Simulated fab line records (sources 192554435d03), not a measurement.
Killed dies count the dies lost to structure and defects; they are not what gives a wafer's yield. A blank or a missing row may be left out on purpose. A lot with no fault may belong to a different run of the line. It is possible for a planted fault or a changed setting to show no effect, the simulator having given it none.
Chamber matching || flow n5 finfet || rie diel-03 running N5_HKMG_FIN_ETCH_67: 4 sister chambers
The step etches SOC in N2/H2, stops on TiN, target depth 388.9 nm. 8 wafers are shown with their chamber, then 10 later ones without.

## EACH WAFER AND ITS CHAMBER
{"wafer": "L088.5", "chamber": 0, "drypump motor current A (A)": 5.55, "showerhead plenum p Torr (Torr)": 2.50}
{"wafer": "L088.6", "chamber": 1, "drypump motor current A (A)": 5.79, "showerhead plenum p Torr (Torr)": 2.45}
{"wafer": "L091.5", "chamber": 2, "drypump motor current A (A)": 5.96, "showerhead plenum p Torr (Torr)": 2.64}
{"wafer": "L092.2", "chamber": 3, "drypump motor current A (A)": 5.66, "showerhead plenum p Torr (Torr)": 2.42}
{"wafer": "L092.3", "chamber": 1, "drypump motor current A (A)": 5.80, "showerhead plenum p Torr (Torr)": 2.44}
{"wafer": "L092.5", "chamber": 0, "drypump motor current A (A)": 5.54, "showerhead plenum p Torr (Torr)": 2.50}
{"wafer": "L093.1", "chamber": 3, "drypump motor current A (A)": 5.66, "showerhead plenum p Torr (Torr)": 2.42}
{"wafer": "L093.2", "chamber": 2, "drypump motor current A (A)": 5.98, "showerhead plenum p Torr (Torr)": 2.64}

## WAFERS WHOSE CHAMBER IS MISSING
{"wafer": "L093.3", "drypump motor current A (A)": 5.78, "showerhead plenum p Torr (Torr)": 2.44}
{"wafer": "L093.4", "drypump motor current A (A)": 5.53, "showerhead plenum p Torr (Torr)": 2.49}
{"wafer": "L093.5", "drypump motor current A (A)": 5.77, "showerhead plenum p Torr (Torr)": 2.44}
{"wafer": "L093.6", "drypump motor current A (A)": 5.98, "showerhead plenum p Torr (Torr)": 2.64}
{"wafer": "L095.1", "drypump motor current A (A)": 5.63, "showerhead plenum p Torr (Torr)": 2.42}
{"wafer": "L095.2", "drypump motor current A (A)": 5.99, "showerhead plenum p Torr (Torr)": 2.63}
{"wafer": "L095.3", "drypump motor current A (A)": 5.78, "showerhead plenum p Torr (Torr)": 2.44}
{"wafer": "L095.4", "drypump motor current A (A)": 5.53, "showerhead plenum p Torr (Torr)": 2.49}
{"wafer": "L095.5", "drypump motor current A (A)": 5.78, "showerhead plenum p Torr (Torr)": 2.44}
{"wafer": "L095.6", "drypump motor current A (A)": 5.98, "showerhead plenum p Torr (Torr)": 2.63}

## WHICH CHAMBER EACH ONE RAN IN
{"wafer": "L093.3", "from the rows above": 1, "in truth": 1}
{"wafer": "L093.4", "from the rows above": 0, "in truth": 0}
{"wafer": "L093.5", "from the rows above": 1, "in truth": 1}
{"wafer": "L093.6", "from the rows above": 2, "in truth": 2}
{"wafer": "L095.1", "from the rows above": 3, "in truth": 3}
{"wafer": "L095.2", "from the rows above": 2, "in truth": 2}
{"wafer": "L095.3", "from the rows above": 1, "in truth": 1}
{"wafer": "L095.4", "from the rows above": 0, "in truth": 0}
{"wafer": "L095.5", "from the rows above": 1, "in truth": 1}
{"wafer": "L095.6", "from the rows above": 2, "in truth": 2}
10 of 10 placed correctly. Can't be placed from these rows: 0. Number placed wrongly: 0.
How it was worked out, from the rows above alone: a wafer's distance from a chamber is the root of the sum, over the readings, of the square of ((its reading less the chamber's mean) divided by the reading's scatter). The wafer belongs to the nearest chamber; if the next one is less than 2 further off, it can't be placed. The mean given for a chamber averages the wafers shown for that chamber. The scatter: the root of (the sum of the squares of (reading less its chamber's mean) over the shown wafers, divided by (wafers less chambers)).
